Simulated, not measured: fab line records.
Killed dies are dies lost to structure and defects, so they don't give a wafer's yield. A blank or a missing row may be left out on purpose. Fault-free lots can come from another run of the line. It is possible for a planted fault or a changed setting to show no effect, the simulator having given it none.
Matching of chambers | flow n5 finfet | N5_BEOL_M0_SAQP_ETCH_106 on rie diel-06: 4 sister chambers
The step etches SOC in N2/H2, stops on SiNx, target depth 150 nm. 8 wafers are shown with their chamber, then 7 later ones without.

WAFERS PAIRED WITH THEIR CHAMBERS
wafer  | chamber | drypump motor current A (A) | oes product au (a.u.)
L075.1 | 1       | 5.2                         | 0.82
L075.4 | 3       | 5.8                         | 0.81
L083.4 | 3       | 5.8                         | 0.80
L083.6 | 0       | 6.2                         | 0.70
L085.4 | 1       | 5.3                         | 0.80
L085.5 | 2       | 6.6                         | 0.69
L093.2 | 2       | 6.6                         | 0.68
L093.3 | 0       | 6.2                         | 0.70

WAFERS WHOSE CHAMBER IS MISSING
wafer  | drypump motor current A (A) | oes product au (a.u.)
L093.4 | 5.8                         | 0.78
L095.1 | 5.2                         | 0.80
L095.3 | 5.8                         | 0.78
L095.6 | 6.2                         | 0.69
L097.1 | 5.8                         | 0.77
L097.2 | 5.2                         | 0.77
L097.5 | 5.2                         | 0.77

THE CHAMBER EACH PASSED THROUGH
wafer  | from the rows above | in truth
L093.4 | 3                   | 3
L095.1 | 1                   | 1
L095.3 | 3                   | 3
L095.6 | 0                   | 0
L097.1 | 3                   | 3
L097.2 | 1                   | 1
L097.5 | 1                   | 1
Correctly placed: 7 of 7. From these rows, 0 cannot be placed. 0 placed wrongly.
How it was worked out, from the rows above alone: a wafer's distance from a chamber is the root of the sum, over the readings, of the square of ((its reading less the chamber's mean) divided by the reading's scatter). The wafer belongs to the nearest chamber; if the next one is less than 2 further off, it can't be placed. A chamber's mean is the mean of its shown wafers. The scatter: take each reading less its chamber's mean, square it, sum over the shown wafers, divide by the number of wafers less the number of chambers, and take the root.
